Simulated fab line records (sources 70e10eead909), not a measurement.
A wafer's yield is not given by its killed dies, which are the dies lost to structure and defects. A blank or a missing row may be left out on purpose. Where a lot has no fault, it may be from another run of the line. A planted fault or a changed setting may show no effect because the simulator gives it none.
Which of the tools did it? || flow nand harc || Sampling: 6 lots, 18 wafers, 4 of 1302 route steps

## WHAT THE GAUGES READ, wafer by wafer
NHARC_P_M0_CD_MEAS_09: the cd target is 90 nm.
{"lot": "L798", "measured": "day 7 01:20", "on": "cd sem-02", "cd nm (nm)": "91.6 92.2 91.3"}
{"lot": "L801", "measured": "day 8 06:47", "on": "cd sem-01", "cd nm (nm)": "91.0 92.1 89.6"}
{"lot": "L803", "measured": "day 8 22:55", "on": "cd sem-02", "cd nm (nm)": "89.9 90.3 89.8"}
{"lot": "L806", "measured": "day 10 08:26", "on": "cd sem-03", "cd nm (nm)": "90.6 89.8 89.8"}
{"lot": "L816", "measured": "day 14 04:46", "on": "cd sem-01", "cd nm (nm)": "87.3 87.1 87.0"}
{"lot": "L818", "measured": "day 15 00:54", "on": "cd sem-01", "cd nm (nm)": "90.9 90.5 90.2"}

## EACH LOT AND THE TOOL THAT RAN IT (in order: tool; ch and the chambers of the sampled wafers; start)
{"lot": "L798", "NHARC_P_CONTACT_CVD_23": "cvd w-01 ch 0,1, day 7 00:03 or earlier", "NHARC_P_CONTACT_CMP_24": "cmp-02 ch 0,2,3, day 7 00:03", "NHARC_P_M0_PEB_07": "litho track-01 ch 0, day 7 01:15"}
{"lot": "L801", "NHARC_P_CONTACT_CVD_23": "cvd w-01 ch 0,1, day 8 05:36 or earlier", "NHARC_P_CONTACT_CMP_24": "cmp-04 ch 0,3, day 8 05:36", "NHARC_P_M0_PEB_07": "litho track-06 ch 0, day 8 06:42"}
{"lot": "L803", "NHARC_P_CONTACT_CVD_23": "cvd w-02 ch 0,1, day 8 21:37 or earlier", "NHARC_P_CONTACT_CMP_24": "cmp-02 ch 1,2, day 8 21:37", "NHARC_P_M0_PEB_07": "litho track-01 ch 0, day 8 22:50"}
{"lot": "L806", "NHARC_P_CONTACT_CVD_23": "cvd w-02 ch 0,1, day 10 07:17 or earlier", "NHARC_P_CONTACT_CMP_24": "cmp-02 ch 0,1,2, day 10 07:17", "NHARC_P_M0_PEB_07": "litho track-06 ch 0, day 10 08:21"}
{"lot": "L816", "NHARC_P_CONTACT_CVD_23": "cvd w-01 ch 0, day 14 03:28 or earlier", "NHARC_P_CONTACT_CMP_24": "cmp-04 ch 0,2, day 14 03:28", "NHARC_P_M0_PEB_07": "litho track-01 ch 0, day 14 04:41"}
{"lot": "L818", "NHARC_P_CONTACT_CVD_23": "cvd w-01 ch 1, day 14 23:37 or earlier", "NHARC_P_CONTACT_CMP_24": "cmp-02 ch 1,2,3, day 14 23:37", "NHARC_P_M0_PEB_07": "litho track-06 ch 0, day 15 00:49"}
- NHARC_P_CONTACT_CVD_23: deposits W, target thk 200 nm, time 557 s.
- NHARC_P_CONTACT_CMP_24: polishes, t overpolish 30 s, target thk 200 nm.
- NHARC_P_M0_PEB_07: peb time 65 s.

## THE ANSWER, worked out from the rows above alone
Rule: usual is defined by the lots themselves. The widest of any qualifying gaps counts: lots, ordered by their means at a reading, are off when they make up no more than a third of the lots, leave a main group of 4 or more, and stand apart from it by 3 or more times the standard deviation of that group's means. A main group whose means are all the same, to the digits that the tables above print for the reading, isn't used. Also off: a lot with no number at a reading for which 4 or more lots have one. All remaining lots with rows at the step are treated as sound.
Off: L816 (NHARC_P_M0_CD_MEAS_09, cd nm). Mean 90.6 nm and standard deviation 0.62 in the main group.
If a tool, at a process step before that reading, ran all the lots that are off and no sound lot after the first of them, it fits. Gauges at NHARC_P_M0_CD_MEAS_09: tried the same way as those tools. NHARC_P_CONTACT_CVD_23 gives no start for some lots, so the hours and the order of its lots are those of NHARC_P_CONTACT_CMP_24. Can't be told from this: 2 tools fit, cmp-04 at NHARC_P_CONTACT_CMP_24, litho track-01 at NHARC_P_M0_PEB_07.

## WHAT THE SIMULATOR HAD PUT IN
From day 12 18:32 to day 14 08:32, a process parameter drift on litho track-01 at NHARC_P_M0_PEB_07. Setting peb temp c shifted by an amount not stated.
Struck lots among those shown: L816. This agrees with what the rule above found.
